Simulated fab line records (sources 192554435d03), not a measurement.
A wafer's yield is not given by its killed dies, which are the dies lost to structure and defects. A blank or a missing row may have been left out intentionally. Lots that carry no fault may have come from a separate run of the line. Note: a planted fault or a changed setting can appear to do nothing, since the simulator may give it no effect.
Check for tools in common | flow n5Finfet | Sampled: 10 lots, 26 wafers

THE REASON FOR OPENING IT
Flagged at N5_SD_EPI_P_INSPECT_26: reading rawDefectCount, on 2 of 10 lots. Fault-free wafers read 179, with a standard deviation of 39.
Rule: a lot gets a flag if all its wafers with a number sit over 4 standard deviations from that mean, or if no wafer of it has a number. The rest of the lots are taken to be sound.

lot  | measured    | on               | rawDefectCount, wafer by wafer | flag
L434 | day 3 12:15 | defectInspect-02 | 196 224 213                    | 
L435 | day 3 16:26 | defectInspect-01 | 138 187 138                    | 
L437 | day 4 05:02 | defectInspect-02 | 201 147 158                    | 
L439 | day 4 16:03 | defectInspect-01 | 89 141                         | 
L442 | day 5 15:00 | defectInspect-01 | 195 156                        | 
L446 | day 6 18:36 | defectInspect-01 | 816 811 822                    | FLAGGED
L448 | day 7 02:11 | defectInspect-01 | 840 796 890                    | FLAGGED
L453 | day 8 04:28 | defectInspect-02 | 268 187                        | 
L456 | day 8 22:19 | defectInspect-01 | 219 213 157                    | 
L457 | day 9 03:48 | defectInspect-01 | 125 128                        | 
On average the flagged lots' numbers are 829, which is +650 against the usual, or +17 standard deviations.

TOOL THAT RAN EACH LOT
The record holds 1 process step before the reading, out of a route of 1938 steps. Every cell lists first the tool, next ch and the chambers used by the sampled wafers, and last the start.
lot  | flag    | N5_SD_EPI_P_PRECLEAN_52
L434 |         | wetBench-06 ch 0,5,7, day 3 09:25
L435 |         | wetBench-01 ch 0,4,7, day 3 13:30
L437 |         | wetBench-01 ch 0,4,7, day 4 02:07
L439 |         | wetBench-01 ch 1,6, day 4 13:16
L442 |         | wetBench-04 ch 0,4, day 5 12:11
L446 | FLAGGED | wetBench-01 ch 0,1,7, day 6 15:48
L448 | FLAGGED | wetBench-01 ch 5,6,7, day 6 23:23
L453 |         | wetBench-06 ch 3,4, day 8 01:32
L456 |         | wetBench-06 ch 0,3,4, day 8 19:31
L457 |         | wetBench-04 ch 2,4, day 9 01:00
What these steps do:
- N5_SD_EPI_P_PRECLEAN_52: cleans in O3/DIW, time 60 s.
- N5_SD_EPI_P_INSPECT_26: inspects for defects (darkfield).

FLAGGED AGAINST TOTAL, ONE TOOL AT A TIME (gauges that did the reading follow at the end)
step                    | tool             | lots run | flagged | share of the flagged lots | sound lots run after its first flagged lot
N5_SD_EPI_P_PRECLEAN_52 | wetBench-01      | 5        | 2       | all                       | 0
N5_SD_EPI_P_PRECLEAN_52 | wetBench-04      | 2        | 0       | none                      | -
N5_SD_EPI_P_PRECLEAN_52 | wetBench-06      | 3        | 0       | none                      | -
N5_SD_EPI_P_INSPECT_26  | defectInspect-01 | 7        | 2       | all                       | 2 (L456,L457)
N5_SD_EPI_P_INSPECT_26  | defectInspect-02 | 3        | 0       | none                      | -

WHAT THE TABLE PERMITS
2 rows of the table ran every flagged lot: wetBench-01 at N5_SD_EPI_P_PRECLEAN_52, defectInspect-01 at N5_SD_EPI_P_INSPECT_26.
- wetBench-01 at N5_SD_EPI_P_PRECLEAN_52: 2 of its 5 lots flagged. It ran its last sound lot, L439, at day 4 13:16 and its first flagged lot, L446, at day 6 15:48: a fault with its onset between the two fits.
- defectInspect-01 at N5_SD_EPI_P_INSPECT_26: 2 of its 7 lots flagged. Sound lots ran on it after the first flagged one (L456, L457), which a lasting fault on the whole tool wouldn't allow.
Just one tool remains: wetBench-01 at N5_SD_EPI_P_PRECLEAN_52.

WHAT THE SIMULATOR PUT IN
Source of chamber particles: wetBench-01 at N5_SD_EPI_P_PRECLEAN_52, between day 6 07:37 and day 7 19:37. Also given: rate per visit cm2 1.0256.
Lots struck among those shown: L446, L448. The rule above found the same.
